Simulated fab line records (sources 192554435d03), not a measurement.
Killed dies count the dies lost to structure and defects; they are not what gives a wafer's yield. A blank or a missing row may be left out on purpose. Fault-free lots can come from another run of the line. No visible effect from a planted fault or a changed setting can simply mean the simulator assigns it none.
Split-lot experiment -- flow n5_finfet -- 21 wafers read across 7 lots, on a route 1938 steps long

## THE SPLIT
At N5_BEOL_M8_DESCUM_16 (chemistry O2, time 7.9 s), the setting time_s was moved away from the recipe's 7.9 s on 9 of the 21 wafers read, by -18.7% to +22.2%. For the rest of the wafers, this setting stayed at what the recipe calls for.

Between the split and the reading, the file records no step.

## THE READING
CAR-ArF_of_BEOL_M8_COAT_05.thk_nm (the simulator's own value, which no gauge read), in nm, at N5_BEOL_M8_ETCH_61 (etches SiARC in CF4, target depth 45.5 nm, time 75.8 s). There is no usual value for it anywhere in the file. Across the 12 wafers here that went through the recipe, the average is 51.2 nm and the standard deviation 0.2 nm.

wafer,"tool, chamber at the split","time_s as run, s",against the recipe,"CAR-ArF_of_BEOL_M8_COAT_05.thk_nm, nm",against lot-mates on the recipe
L075.4,"rie_diel-03, 0",7.9,recipe,51.2,-
L075.6,"rie_diel-03, 0",7.9,recipe,51.2,-
L075.5,"rie_diel-03, 3",9.65,+22.2%,50.2,-1.0
L077.1,"rie_diel-05, 2",7.9,recipe,51,-
L077.2,"rie_diel-05, 3",6.935,-12.2%,51.2,+0.2
L077.5,"rie_diel-05, 3",6.935,-12.2%,51.6,+0.6
L078.1,"rie_diel-03, 2",7.9,recipe,51.2,-
L078.4,"rie_diel-03, 3",7.9,recipe,51.6,-
L078.5,"rie_diel-03, 1",7.9,recipe,51.6,-
L076.1,"rie_diel-05, 3",7.9,recipe,51.2,-
L076.6,"rie_diel-05, 3",7.9,recipe,51.2,-
L076.3,"rie_diel-05, 1",7.9,recipe,51.4,-
L092.3,"rie_diel-05, 2",7.9,recipe,51,-
L092.4,"rie_diel-05, 1",7.9,recipe,51.2,-
L092.5,"rie_diel-05, 2",6.419,-18.7%,51.8,+0.7
L095.3,"rie_diel-03, 2",8.941,+13.2%,50.4,no lot-mate on the recipe
L095.5,"rie_diel-03, 0",8.941,+13.2%,50.4,no lot-mate on the recipe
L095.4,"rie_diel-03, 0",8.941,+13.2%,50.8,no lot-mate on the recipe
L096.1,"rie_diel-03, 3",8.905,+12.7%,50.6,-0.4
L096.2,"rie_diel-03, 2",7.9,recipe,51,-
L096.4,"rie_diel-03, 0",8.905,+12.7%,50.4,-0.6

FIT RESULTS
A straight line over all 21 wafers: CAR-ArF_of_BEOL_M8_COAT_05.thk_nm changes by -0.0402 nm for each +1% of time_s; r = -0.87; the points scatter about the line by 0.22 nm.
The same after taking each lot's own level away (the mean of its wafers on the recipe; 18 wafers): -0.0394 nm for each +1%; r = -0.94; scatter 0.13 nm.
That fit puts the effect of the largest move of time_s on the reading at 0.87 nm.
Across the lots, their own levels run from 51.00 to 51.47 nm, a range of 2.4 times the standard deviation given above.
The two slopes are in agreement: the lot-to-lot level therefore moves the slope only a little.
Check: with one of the wafers moved furthest among these (+22.2%) left out of the fit, the line predicts -0.823 nm for it against its lot-mates. It came out at -1 nm against them.

## THE WHOLE CHAIN: every reading that the file lists as answering this split, in the file's order
step,what it does,reading,change (the file's fit),r (the file's)
N5_BEOL_M8_DESCUM_16,"chemistry O2, time 7.9 s","CAR-ArF_of_BEOL_M8_COAT_05.thk_nm (the simulator's own value, which no gauge read)",-0.0442 nm for each +1% of the setting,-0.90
N5_BEOL_M8_ETCH_61,"etches SiARC in CF4, target depth 45.5 nm, time 75.8 s","CAR-ArF_of_BEOL_M8_COAT_05.thk_nm (the simulator's own value, which no gauge read)",-0.0403 nm for each +1% of the setting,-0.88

## FILE'S OWN FIT
CAR-ArF_of_BEOL_M8_COAT_05.thk_nm changes by -0.0403 nm for each +1% of time_s, r = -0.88.
